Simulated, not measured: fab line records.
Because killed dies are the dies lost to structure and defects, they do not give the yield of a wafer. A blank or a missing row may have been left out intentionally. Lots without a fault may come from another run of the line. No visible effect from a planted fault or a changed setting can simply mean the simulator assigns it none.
Struck lot and sound lot, side by side | flow n5_finfet | 15 steps out of a route of 1938
Sound: these wafers, L433.1, L433.3, L433.6. Struck: wafer L440.2. (L440.1 of the same lot was not struck and is left out.) The cause comes at the end.
At each step with rows: each side's tool, then ch and its chambers, then its first start. Under that, the readings that differ: sound wafers | struck wafers | difference of the means | sigmas: that difference in standard deviations of wafers without a fault.
alike: same words and numbers on both sides, and readings whose means sit less than 2 such deviations apart. not compared: any withheld reading, any reading some wafer has no value for, any bound like >300 that may hide the same value, and any number with overlapping values for which the record gives no deviation.
A row with sigmas, a row that says differs or no value, or rows on one side alone: a step with any of these is where the two part. Numbers that have no deviation but don't overlap get no sigmas and don't part them. A reading missing from all wafers of one side parts the sides only when that side holds two or more wafers.

N5_BEOL_M10_TRENCH_ETCH_37: etches SiCOH lowk in C4F6/O2, target depth 148.83 nm, time 48 s.
  sound: rie_diel-06 ch 0,2,3; struck: rie_diel-06 ch 3
  alike: bias_w, drypump_motor_current_A, oes_product_au, rf_vpp_V, showerhead_plenum_p_Torr, throttle_valve_pct
  not compared: rf_hours_counter_h
N5_BEOL_M10_ETCH_41: etches SiCN in CH3F/O2, target depth 42.6 nm, time 86 s.
  sound: rie_diel-06 ch 0,2,3; struck: rie_diel-06 ch 3
  reading      | sound             | struck | difference | sigmas
  rf_vpp_V (V) | 299.4 295.8 296.6 | 300.2  | +2.9       | +2
  alike: bias_w, drypump_motor_current_A, oes_product_au, showerhead_plenum_p_Torr, throttle_valve_pct
  not compared: rf_hours_counter_h
N5_BEOL_M10_STRIP_77: strips in N2/H2, time 10 s.
  sound: rie_diel-06 ch 0,2,3; struck: rie_diel-06 ch 3
  reading                | sound          | struck | difference | sigmas
  throttle_valve_pct (%) | 24.5 23.2 23.6 | 24.5   | +0.7       | +2
  alike: drypump_motor_current_A, n2_flow_sccm, oes_product_au, rf_vpp_V, showerhead_plenum_p_Torr, temp_c
  not compared: rf_hours_counter_h
N5_BEOL_M10_OCD_MEAS_38:
  struck on ocd-01, day 12 00:35; sound on ocd-02, day 10 06:45
  alike: trench_depth_nm
then, 4 steps without rows for these wafers: N5_BEOL_M10_HM_STRIP_39 (strips TiN in peroxide tin strip, target depth 25 nm, time 158 s); N5_BEOL_M10_SRD_40 (time 30 s); N5_BEOL_M10_PRECLEAN_42 (cleans in residue remover, time 60 s); N5_BEOL_M10_SRD_43 (time 30 s).
N5_BEOL_M10_CD_MEAS_35 targets a cd of 70 nm.
  struck on cd_sem-03, day 12 00:44; sound on cd_sem-01, day 10 06:54
  reading    | sound          | struck | difference | sigmas
  cd_nm (nm) | 71.2 71.5 71.3 | 70.1   | -1.2       | -2
then, 2 steps without rows for these wafers: N5_BEOL_M10_CURE_72 (cures SiCOH lowk, time 120 s); N5_BEOL_M10_DEGAS_44 (time 60 s).
N5_BEOL_M10_PRE_CLEAN_45: time 30 s.
  struck on pvd_sputter-01, day 12 01:32; sound on pvd_sputter-03, day 10 07:25
  alike: heater_power_w, susceptor_temp_C
N5_BEOL_M10_ALD_74: deposits TaN, target thk 2 nm, pulse time 2 s, purge time 3 s.
  sound on ald_metal-04 ch 0,1,3, day 10 07:29; struck on ald_metal-02 ch 2, day 12 01:35
  reading    | sound    | struck | difference | sigmas
  ald_cycles | 40 40 40 | 42     | +2         |
  alike: heater_power_w, susceptor_temp_C
N5_BEOL_M10_SURFACE_TREAT_76:
  struck on pvd_sputter-03, day 12 05:34; sound on pvd_sputter-01, day 10 07:50
  not compared: throttle_valve_pct
N5_PASSIVATION_PROBE_49:
  sound wafers here have rows in the record (prober-02, day 12 19:43); struck ones have none

## WHERE THEY PART
At N5_BEOL_M10_ETCH_41 first; at N5_PASSIVATION_PROBE_49 last (within this record only).

WHY: what the simulator had put in
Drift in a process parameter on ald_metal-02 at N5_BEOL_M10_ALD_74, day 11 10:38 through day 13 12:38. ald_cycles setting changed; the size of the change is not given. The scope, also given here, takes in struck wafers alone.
